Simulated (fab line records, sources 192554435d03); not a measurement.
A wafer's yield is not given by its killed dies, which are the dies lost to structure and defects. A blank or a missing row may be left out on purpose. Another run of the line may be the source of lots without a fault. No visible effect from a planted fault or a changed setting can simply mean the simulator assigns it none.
Chamber matching ; flow n5_finfet ; 4 sister chambers for N5_BEOL_M11_ETCH_62 on rie_diel-05
The step etches SOC in N2/H2, target depth 110 nm, overetch 22 nm, time 165 s. 8 wafers are shown with their chamber, then 8 later ones without.

== WAFERS, EACH WITH ITS CHAMBER ==
wafer;chamber;showerhead_plenum_p_Torr (Torr);throttle_valve_pct (%)
L077.1;2;2.60;17.51
L083.5;1;2.34;17.95
L083.6;0;2.40;18.00
L082.3;1;2.34;17.94
L082.6;0;2.40;18.00
L087.1;2;2.59;17.54
L087.4;3;2.42;17.84
L092.2;3;2.41;17.87

== WAFERS WITHOUT THEIR CHAMBER ==
wafer;showerhead_plenum_p_Torr (Torr);throttle_valve_pct (%)
L092.4;2.59;17.57
L092.5;2.71;17.53
L096.1;2.59;17.55
L096.4;2.41;17.86
L096.5;2.59;17.58
L097.3;2.70;17.54
L097.4;2.41;17.88
L097.5;2.70;17.53

== EACH ONE'S CHAMBER ==
wafer;from the rows above;in truth
L092.4;2;2
L092.5;2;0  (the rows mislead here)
L096.1;2;2
L096.4;3;3
L096.5;2;2
L097.3;2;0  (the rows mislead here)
L097.4;3;3
L097.5;2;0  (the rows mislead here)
5 of 8 placed correctly. Not placeable from these rows: 0. Wrongly placed: 3.
How it was worked out, from the rows above alone: a wafer's distance from a chamber is the root of the sum, over the readings, of the square of ((its reading less the chamber's mean) divided by the reading's scatter). If the next closest chamber is less than 2 further off than the closest, the wafer can't be placed; otherwise it belongs to the closest. Each chamber's mean is taken over the wafers shown for it. The scatter is the square root of a quotient: the sum, over the shown wafers, of each reading's squared deviation from its chamber's mean, divided by wafers minus chambers.
